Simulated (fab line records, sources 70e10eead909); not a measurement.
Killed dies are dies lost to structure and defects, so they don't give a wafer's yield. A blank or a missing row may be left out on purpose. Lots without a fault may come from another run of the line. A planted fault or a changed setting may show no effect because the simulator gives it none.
A struck lot beside a sound one | flow nand_harc | 13 steps out of a route of 1159
Sound: wafers L123.1, L123.2, L123.5. Struck: wafers L127.4, L127.5, L127.6. The cause comes at the end.
At each step with rows: each side's tool, then ch and its chambers, then its first start. Under that, the readings that differ: sound wafers | struck wafers | difference of the means | sigmas: that difference in standard deviations of wafers without a fault.
alike: readings whose means differ by less than 2 such deviations, and words and numbers that are the same on both sides. not compared: withheld readings, readings that some wafer has no value for, bounds like >300 that may hide the same value, and numbers for which the record gives no deviation and whose values overlap.
The two part at a step that has a row with sigmas, a row that says differs or no value, or rows on one side only. Numbers that don't overlap but have no deviation are shown without sigmas and don't part them. A reading that every wafer of one side lacks parts them only if that side has two wafers or more.

NHARC_THIN_TSV_CMP_21: polishes, t overpolish 30 s, target thk 2000 nm.
  sound on cmp-02 ch 0,2,3, day 20 17:42; struck on cmp-01 ch 0,3, day 21 19:28
  alike: motor_current_A, overpolish_run_s
then, 1 step without rows for these wafers: NHARC_THIN_TSV_SRD_23.
NHARC_THIN_TSV_DEGAS_53: time 60 s.
  sound on pvd_sputter-02, day 20 18:07; struck on pvd_sputter-03, day 21 19:55
  alike: heater_power_w
NHARC_THIN_TSV_PRE_CLEAN_54: time 30 s.
  sound on pvd_sputter-02, day 20 18:11; struck on pvd_sputter-03, day 21 19:58
  alike: heater_power_w
then, 7 steps without rows for these wafers: NHARC_THIN_TSV_PVD_55 (deposits TiN, target thk 50 nm); NHARC_THIN_TSV_PVD_24 (deposits Al, target thk 800 nm); NHARC_THIN_TSV_DEHYDRATE_25 (time 120 s); NHARC_THIN_TSV_HMDS_26 (time 30 s); NHARC_THIN_TSV_COAT_27; NHARC_THIN_TSV_SOFTBAKE_28 (time 95 s); NHARC_THIN_TSV_EBR_29.
NHARC_THIN_TSV_EXPOSE_30: exposes mask PAD.
  sound on krf_scanner-03 ch 0, day 20 18:58; struck on krf_scanner-03, day 21 20:54
  no value came back on the struck wafers for exposure_dose_mJ_cm2, focus_offset_nm (nm), stage_vel_mm_s (mm/s); on the sound wafers exposure_dose_mJ_cm2 reads 11.478 11.471 11.496
  alike: mask
then, 1 step without rows for these wafers: NHARC_THIN_TSV_PEB_31 (peb time 85 s).

WHERE THEY PART
Only at NHARC_THIN_TSV_EXPOSE_30, within this record.

WHY: what the simulator had put in
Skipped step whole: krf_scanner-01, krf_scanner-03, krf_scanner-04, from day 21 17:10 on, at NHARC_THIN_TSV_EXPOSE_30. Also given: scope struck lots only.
